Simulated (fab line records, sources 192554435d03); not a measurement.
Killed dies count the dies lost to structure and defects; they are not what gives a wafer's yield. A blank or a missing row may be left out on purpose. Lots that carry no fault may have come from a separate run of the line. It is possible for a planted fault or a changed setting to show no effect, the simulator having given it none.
Split-lot experiment	flow n5-finfet	route with 1938 steps; 7 lots, 21 wafers read

THE SPLIT
At N5_STI_FIN_REVEAL_ETCHBACK_08 (etches SiO2 in C4F6/O2, target depth 30.5 nm, time 10.167 s), the setting time-s was moved away from the recipe's 10.167 s on 5 of the 21 wafers read, by -10.2% to +19.8%. For the rest of the wafers, this setting stayed at what the recipe calls for.

FROM THE SPLIT TO THE READING: what the file shows between them, 3 steps
- N5_STI_FIN_REVEAL_STRIP_24: strips in N2/H2, time 90 s
- N5_STI_FIN_REVEAL_PRECLEAN_25: cleans in SPM, time 90 s
- N5_STI_FIN_REVEAL_SRD_23: time 30 s

THE READING
trench-depth-nm, in nm, at N5_STI_FIN_REVEAL_FIN_H_MEAS_10. Typical for fault-free wafers on this fab line: 52.2 nm, with standard deviation 0.73 nm.

wafer	tool, chamber at the split	time-s as run, s	against the recipe	trench-depth-nm, nm	against lot-mates on the recipe
L075.1	rie-diel-02, 1,3,3	10.167	recipe	51.4	-
L075.3	rie-diel-02, 1,3,3	10.167	recipe	52.0	-
L075.5	rie-diel-02, 1,3,3	10.167	recipe	52.0	-
L081.4	rie-diel-04, 2,2,1	10.167	recipe	52.6	-
L081.5	rie-diel-04, 2,2,1	10.167	recipe	52.3	-
L081.6	rie-diel-04, 2,2,1	10.167	recipe	51.4	-
L082.1	rie-diel-02, 1,3,2	10.167	recipe	52.7	-
L082.4	rie-diel-02, 1,3,2	10.167	recipe	53.0	-
L082.5	rie-diel-02, 1,3,2	10.167	recipe	52.3	-
L085.2	rie-diel-04, 1	11.8	+16.1%	55.9	+3.5
L085.4	rie-diel-04, 2,3	10.167	recipe	53.1	-
L085.6	rie-diel-04, 2,3	10.167	recipe	51.7	-
L086.4	rie-diel-02, 2,3	9.125	-10.2%	49.8	-3.6
L086.5	rie-diel-02, 2,3	9.125	-10.2%	50.1	-3.3
L086.6	rie-diel-02, 2	10.167	recipe	53.4	-
L089.4	rie-diel-04, 2	12.18	+19.8%	58.9	+6.9
L089.5	rie-diel-04, 3	10.167	recipe	52.0	-
L089.6	rie-diel-04, 2	12.18	+19.8%	58.5	+6.5
L097.1	rie-diel-04, 2,1,3	10.167	recipe	51.5	-
L097.2	rie-diel-04, 2,1,3	10.167	recipe	51.0	-
L097.3	rie-diel-04, 2,1,3	10.167	recipe	51.3	-
Rows listing several chambers each stand for several wafers; the file does not say which wafer went through which chamber.

FIT RESULTS
A straight line over all 21 wafers: trench-depth-nm changes by +0.289 nm for each +1% of time-s; r = +0.95; the points scatter about the line by 0.76 nm.
The same after taking each lot's own level away (the mean of its wafers on the recipe; 21 wafers): +0.315 nm for each +1%; r = +0.98; scatter 0.53 nm.
The reading moves by 6.2 nm for the largest change in time-s, on that fit.
The lots' own levels span 51.27 to 53.40 nm, that is 2.9 times the standard deviation above.
Hence the lot-to-lot level has little effect on the slope; both slopes agree.
Check: for one of the wafers moved furthest among these (+19.8%), held out of the fit, the line's prediction against its lot-mates is +5.84 nm. It came out at +6.9 nm against them.

THE OTHER SPLITS THESE WAFERS WENT THROUGH
Before the reading, these wafers also passed through other splits. Each is held against what the fit with the lots' levels taken away leaves over:
other split on the same wafers	wafers away from the commonest value	r with trench-depth-nm (lot level and that fit taken away)
N5_WELL_APT_COAT_02 spin-rpm	8	+0.11
N5_WELL_APT_EXPOSE_05 dose-mj	8	-0.05
N5_WELL_APT_PEB_06 peb-time-s	8	-0.08
N5_WELL_APT_DESCUM_13 time-s	2	+0.28
N5_FIN_SAQP_EXPOSE_13 dose-mj	10	+0.25
N5_FIN_SAQP_DEVELOP_15 develop-time-s	7	+0.01

THE FILE'S OWN FIT
trench-depth-nm changes by +0.298 nm for each +1% of time-s, r = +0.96.
